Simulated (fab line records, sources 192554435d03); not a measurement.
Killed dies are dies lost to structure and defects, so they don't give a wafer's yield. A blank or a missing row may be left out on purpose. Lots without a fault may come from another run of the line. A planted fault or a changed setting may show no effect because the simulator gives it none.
Which tool did it? | flow n5_finfet | 10 lots, 30 wafers sampled, at 4 steps of a route of 1938

WHAT THE GAUGES READ, wafer by wafer
N5_BEOL_M4_RC_MEAS_101.
lot  | measured     | on        | DIBL_N (mV/V)
L514 | day 8 05:23  | prober-02 | 33.3 35.8 31.7
L515 | day 8 02:01  | prober-01 | 34.4 34.8 34.3
L519 | day 9 09:12  | prober-01 | 34.9 38.7 33.5
L520 | day 9 11:40  | prober-01 | 37.6 40.1 35.6
L522 | day 10 01:33 | prober-01 | 34.2 36.0 34.7
L523 | day 10 07:29 | prober-01 | 35.6 36.1 33.2
L528 | day 11 13:10 | prober-02 | 37.6 38.5 38.4
L533 | day 12 17:15 | prober-02 | 36.9 36.6 36.6
L532 | day 12 23:50 | prober-02 | 37.8 37.6 41.4
L534 | day 13 04:50 | prober-01 | 39.0 35.4 38.2

WHICH TOOL RAN EACH LOT (tool, then ch and the chambers of the sampled wafers, then the start)
lot  | N5_BEOL_M3_ANNEAL_89         | N5_BEOL_M3_SPUTTER_90        | N5_BEOL_M3_CMP_52
L514 | pvd_sputter-03, day 7 12:01  | pvd_sputter-03, day 7 12:10  | cmp-03 ch 0,1,3, day 7 14:55
L515 | pvd_sputter-02, day 7 14:26  | pvd_sputter-02, day 7 14:34  | cmp-01 ch 1,2,3, day 7 16:08
L519 | pvd_sputter-03, day 8 18:37  | pvd_sputter-03, day 8 18:46  | cmp-03 ch 0,1, day 8 20:11
L520 | pvd_sputter-02, day 8 22:26  | pvd_sputter-02, day 8 22:34  | cmp-03 ch 1,2,3, day 8 23:46
L522 | pvd_sputter-03, day 9 13:00  | pvd_sputter-03, day 9 13:08  | cmp-03 ch 0,1,3, day 9 14:29
L523 | pvd_sputter-03, day 9 17:42  | pvd_sputter-03, day 9 17:50  | cmp-02 ch 0,1,3, day 9 19:02
L528 | pvd_sputter-01, day 10 23:38 | pvd_sputter-01, day 10 23:47 | cmp-02 ch 0,2,3, day 11 00:56
L533 | pvd_sputter-03, day 12 06:56 | pvd_sputter-03, day 12 07:04 | cmp-03 ch 0,1,3, day 12 08:16
L532 | pvd_sputter-01, day 12 10:35 | pvd_sputter-01, day 12 10:43 | cmp-01 ch 1,2, day 12 13:28
L534 | pvd_sputter-03, day 12 13:29 | pvd_sputter-03, day 12 13:38 | cmp-01 ch 0,1,2, day 12 14:47
- N5_BEOL_M3_ANNEAL_89: time 240 s.
- N5_BEOL_M3_SPUTTER_90: material Cu, target thk 4.5 nm, time 8.29 s.
- N5_BEOL_M3_CMP_52: polishes, stops on SiOC, t overpolish 6.8 s, target thk 40 nm.

THE ANSWER, worked out from the rows above alone
Rule: what is usual is taken from the lots themselves. Put in order of their means at a reading, lots are off if they are a third of the lots or fewer, leave a main group of 4 or more, and stand apart from it by a gap of 3 or more times the standard deviation of the main group's means; of several such gaps the widest counts. A main group whose means are all the same, to the digits that the tables above print for the reading, isn't used. A lot without any number at a reading at which 4 lots or more have one is off too. The other lots that the step has rows for count as sound.
No lot is off at any reading shown: from this, nothing can be told.

WHAT THE SIMULATOR HAD PUT IN
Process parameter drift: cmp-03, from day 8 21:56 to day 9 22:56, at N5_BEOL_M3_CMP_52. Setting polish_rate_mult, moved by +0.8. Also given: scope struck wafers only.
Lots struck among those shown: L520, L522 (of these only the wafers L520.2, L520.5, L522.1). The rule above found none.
